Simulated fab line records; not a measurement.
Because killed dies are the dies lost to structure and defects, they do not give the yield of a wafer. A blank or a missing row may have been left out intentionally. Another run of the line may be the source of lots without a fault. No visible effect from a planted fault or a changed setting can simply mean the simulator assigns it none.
Split-lot experiment	flow n5Finfet	route with 1938 steps; 7 lots, 21 wafers read

## SPLIT DETAILS
At N5_SD_EPI_P_ETCH_36 (etches SiARC in CF4, target depth 45.5 nm, time 75.8 s), the setting biasW was moved away from the recipe's 36 W on 5 of the 21 wafers read, by -13.3% to +6.9%. This setting was run at the recipe's value on the other wafers.

The reading is taken at the split's own step.

## THE READING
rfVppV, in V, at N5_SD_EPI_P_ETCH_36 (etches SiARC in CF4, target depth 45.5 nm, time 75.8 s). Fault-free wafers of this fab line usually give 184.0 V, standard deviation 1.1 V.

wafer	tool, chamber at the split	biasW as run, W	against the recipe	rfVppV, V	against lot-mates on the recipe
L078.4	rieDiel-02, 2	36	recipe	181.1	-
L078.5	rieDiel-02, 0	36	recipe	184.3	-
L078.6	rieDiel-02, 1	36	recipe	184.7	-
L082.3	rieDiel-04, 3	36	recipe	183.4	-
L082.4	rieDiel-04, 2	38.48	+6.9%	191.4	+8.1
L082.5	rieDiel-04, 2	36	recipe	183.2	-
L085.2	rieDiel-04, 3	36	recipe	183.2	-
L085.3	rieDiel-04, 2	36	recipe	182.7	-
L085.5	rieDiel-04, 0	31.22	-13.3%	171.2	-11.8
L088.2	rieDiel-01, 1	36	recipe	185.8	-
L088.3	rieDiel-01, 2	36	recipe	182.4	-
L088.6	rieDiel-01, 2	34.2	-5.0%	176.8	-7.3
L089.1	rieDiel-02, 2	38.1	+5.8%	192.6	+7.5
L089.2	rieDiel-02, 3	38.1	+5.8%	191.0	+5.9
L089.5	rieDiel-02, 1	36	recipe	185.1	-
L091.1	rieDiel-04, 0	36	recipe	185.0	-
L091.3	rieDiel-04, 3	36	recipe	185.0	-
L091.5	rieDiel-04, 1	36	recipe	184.9	-
L093.2	rieDiel-01, 1	36	recipe	184.8	-
L093.5	rieDiel-01, 1	36	recipe	184.4	-
L093.6	rieDiel-01, 0	36	recipe	184.2	-

THE FIT
A straight line over all 21 wafers: rfVppV changes by +1.1 V for each +1% of biasW; r = +0.96; the points scatter about the line by 1.3 V.
The same after taking each lot's own level away (the mean of its wafers on the recipe; 21 wafers): +1.03 V for each +1%; r = +0.96; scatter 1.2 V.
Per that fit: largest biasW move, reading shift of 14 V.
The span of the lots' own levels, 182.95 to 185.10 V, comes to 2.0 times the standard deviation stated above.
So the lot-to-lot level changes the slope little: the two slopes agree.
Check: -16.4 V against its lot-mates is what the line predicts for one of the wafers moved furthest among these (-13.3%) when that wafer is left out of the fit. It came out at -11.8 V against them.
Tool readings at the split's step, against how far the setting was moved: rfVppV r = +0.96.

## OTHER SPLITS APPLIED TO THESE WAFERS
Before the reading, these wafers also passed through other splits. Each is held against what the fit with the lots' levels taken away leaves over:
other split on the same wafers	wafers away from the commonest value	r with rfVppV (lot level and that fit taken away)
N5_SD_EPI_N_PEB_07 pebTempC	7	-0.26
N5_SD_EPI_N_ETCH_45 targetDepthA	10	+0.19

## THE FILE'S OWN FIT
rfVppV changes by +1.01 V for each +1% of biasW, r = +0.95.
